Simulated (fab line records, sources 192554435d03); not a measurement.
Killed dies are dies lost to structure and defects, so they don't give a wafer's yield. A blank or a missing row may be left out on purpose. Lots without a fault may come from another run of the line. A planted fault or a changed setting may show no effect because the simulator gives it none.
Which tool did it? | flow n5_finfet | 10 lots, 30 wafers sampled, at 5 steps of a route of 1938

WHAT THE GAUGES READ, wafer by wafer
N5_BEOL_M6_INSPECT_58: inspects for defects (darkfield).
lot  | measured     | on                | raw_defect_count
L207 | day 10 13:47 | defect_inspect-01 | 45 26 36
L208 | day 10 16:01 | defect_inspect-01 | 63 69 54
L210 | day 11 06:44 | defect_inspect-02 | 42 49 58
L212 | day 11 18:02 | defect_inspect-01 | 59 65 40
L213 | day 12 11:43 | defect_inspect-02 | 81 121 60
L214 | day 12 16:37 | defect_inspect-02 | 82 76 110
L216 | day 12 20:59 | defect_inspect-02 | 76 982 81
L217 | day 13 07:23 | defect_inspect-02 | 61 33 43
L224 | day 14 20:12 | defect_inspect-01 | 58 47 111
L226 | day 15 05:36 | defect_inspect-02 | 66 45 76

N5_BEOL_M7_INSPECT_13: inspects for defects (brightfield).
lot  | measured     | on                | raw_defect_count
L207 | day 10 15:28 | defect_inspect-01 | 319 244 407
L208 | day 10 20:20 | defect_inspect-02 | 337 266 312
L210 | day 11 10:05 | defect_inspect-01 | 296 328 227
L212 | day 11 20:53 | defect_inspect-02 | 644 405 371
L213 | day 12 14:28 | defect_inspect-01 | 234 318 207
L214 | day 12 20:03 | defect_inspect-01 | 372 443 387
L216 | day 12 23:25 | defect_inspect-02 | 499 1252 475
L217 | day 13 09:56 | defect_inspect-01 | 320 210 289
L224 | day 14 23:14 | defect_inspect-01 | 413 429 390
L226 | day 15 07:58 | defect_inspect-01 | 380 370 317

WHICH TOOL RAN EACH LOT (tool, then ch and the chambers of the sampled wafers, then the start)
lot  | N5_BEOL_M6_SURFACE_TREAT_79  | N5_BEOL_M6_CMP_52             | N5_BEOL_M6_DEP_56
L207 | pvd_sputter-01, day 10 10:39 | cmp-04 ch 0,3, day 10 13:22   | pecvd-01 ch 0,1,2, day 10 13:41
L208 | pvd_sputter-01, day 10 14:52 | cmp-01 ch 0,2,3, day 10 15:34 | pecvd-03 ch 0,1,2, day 10 15:55
L210 | pvd_sputter-02, day 11 03:57 | cmp-01 ch 1,2, day 11 06:16   | pecvd-03 ch 0,2, day 11 06:38
L212 | pvd_sputter-02, day 11 16:43 | cmp-04 ch 1,2,3, day 11 17:42 | pecvd-04 ch 0,2, day 11 17:57
L213 | pvd_sputter-02, day 12 10:23 | cmp-01 ch 0,3, day 12 11:15   | pecvd-04 ch 1,2, day 12 11:37
L214 | pvd_sputter-03, day 12 15:19 | cmp-02 ch 1,2,3, day 12 16:10 | pecvd-01 ch 0,2, day 12 16:31
L216 | pvd_sputter-02, day 12 19:48 | cmp-01 ch 0,1,2, day 12 20:37 | pecvd-04 ch 1,2, day 12 20:53
L217 | pvd_sputter-01, day 13 05:53 | cmp-02 ch 0,2, day 13 06:44   | pecvd-04 ch 0,2, day 13 07:05
L224 | pvd_sputter-01, day 14 18:40 | cmp-04 ch 0,1,3, day 14 19:31 | pecvd-03 ch 0,1,2, day 14 19:50
L226 | pvd_sputter-01, day 15 04:07 | cmp-04 ch 0,3, day 15 05:11   | pecvd-01 ch 0,1, day 15 05:31
- N5_BEOL_M6_SURFACE_TREAT_79
- N5_BEOL_M6_CMP_52: polishes, stops on SiCOH lowk, t overpolish 6.9 s, target thk 80 nm.
- N5_BEOL_M6_DEP_56: deposits SiCN from 3MS/NH3, target thk 10 nm, time 17.5 s.

WHAT THE TOOLS THEMSELVES READ (means of the sampled wafers that have a number; where no wafer has one, the mark that the record gives instead)
N5_BEOL_M6_CMP_52.
lot  | tool   | barrier_field_endpoint_s (s) | clearing_platen_rpm (rpm) | motor_current_A (A) | overpolish_run_s (s) | slurry_filter_dp_kPa (kPa) | time_to_endpoint_s (s)
L207 | cmp-04 | 28.9                         | 49.994                    | 5.5                 | 6.908                | 13.41                      | 58.8
L208 | cmp-01 | 28.3                         | 50.024                    | 5.9                 | 6.899                | 13.56                      | 60.6
L210 | cmp-01 | 28.3                         | 50.013                    | 5.6                 | 6.902                | 13.50                      | 64.5
L212 | cmp-04 | 28.8                         | 50.013                    | 6.2                 | 6.904                | 13.55                      | 61.6
L213 | cmp-01 | 28.9                         | 50.005                    | 6.1                 | 6.910                | 13.62                      | 63.8
L214 | cmp-02 | 29.1                         | 49.973                    | 5.6                 | 6.894                | 13.38                      | 60.8
L216 | cmp-01 | 28.5                         | 50.014                    | 5.8                 | 6.895                | 13.40                      | 62.8
L217 | cmp-02 | 27.9                         | 50.014                    | 5.2                 | 6.896                | 13.47                      | 60.5
L224 | cmp-04 | 28.8                         | 49.996                    | 5.8                 | 6.900                | 13.34                      | 63.4
L226 | cmp-04 | 28.9                         | 50.021                    | 5.7                 | 6.908                | 13.49                      | 60.1

N5_BEOL_M6_DEP_56.
lot  | tool     | showerhead_plenum_p_Torr (Torr) | throttle_valve_pct (%)
L207 | pecvd-01 | 3.666                           | 8.9
L208 | pecvd-03 | 3.669                           | 9.1
L210 | pecvd-03 | 3.674                           | 8.6
L212 | pecvd-04 | 3.656                           | 9.8
L213 | pecvd-04 | 3.663                           | 8.8
L214 | pecvd-01 | 3.666                           | 8.9
L216 | pecvd-04 | 3.664                           | 8.6
L217 | pecvd-04 | 3.660                           | 9.2
L224 | pecvd-03 | 3.670                           | 9.1
L226 | pecvd-01 | 3.669                           | 9.0

THE ANSWER, worked out from the rows above alone
Rule: what is usual is taken from the lots themselves. Put in order of their means at a reading, lots are off if they are a third of the lots or fewer, leave a main group of 4 or more, and stand apart from it by a gap of 3 or more times the standard deviation of the main group's means; of several such gaps the widest counts. A main group whose means are all the same, to the digits that the tables above print for the reading, isn't used. A lot without any number at a reading at which 4 lots or more have one is off too. The other lots that the step has rows for count as sound. The gauges are gone through in route order, then the tools' own readings, and for those a lot's mean is taken as printed above. The first step at which some lot is off is used, and at that step the reading that is off furthest; a lot without a number counts as furthest.
Off: L216, at N5_BEOL_M6_INSPECT_58 (raw_defect_count). The main group: mean 62, standard deviation 17.
A tool fits if, at a process step before that reading, it ran every lot that is off, and no sound lot after the first of them. The gauges at N5_BEOL_M6_INSPECT_58 are tried like those tools. Can't be told from this: 2 tools fit, pvd_sputter-02 at N5_BEOL_M6_SURFACE_TREAT_79, cmp-01 at N5_BEOL_M6_CMP_52.

WHAT THE SIMULATOR HAD PUT IN
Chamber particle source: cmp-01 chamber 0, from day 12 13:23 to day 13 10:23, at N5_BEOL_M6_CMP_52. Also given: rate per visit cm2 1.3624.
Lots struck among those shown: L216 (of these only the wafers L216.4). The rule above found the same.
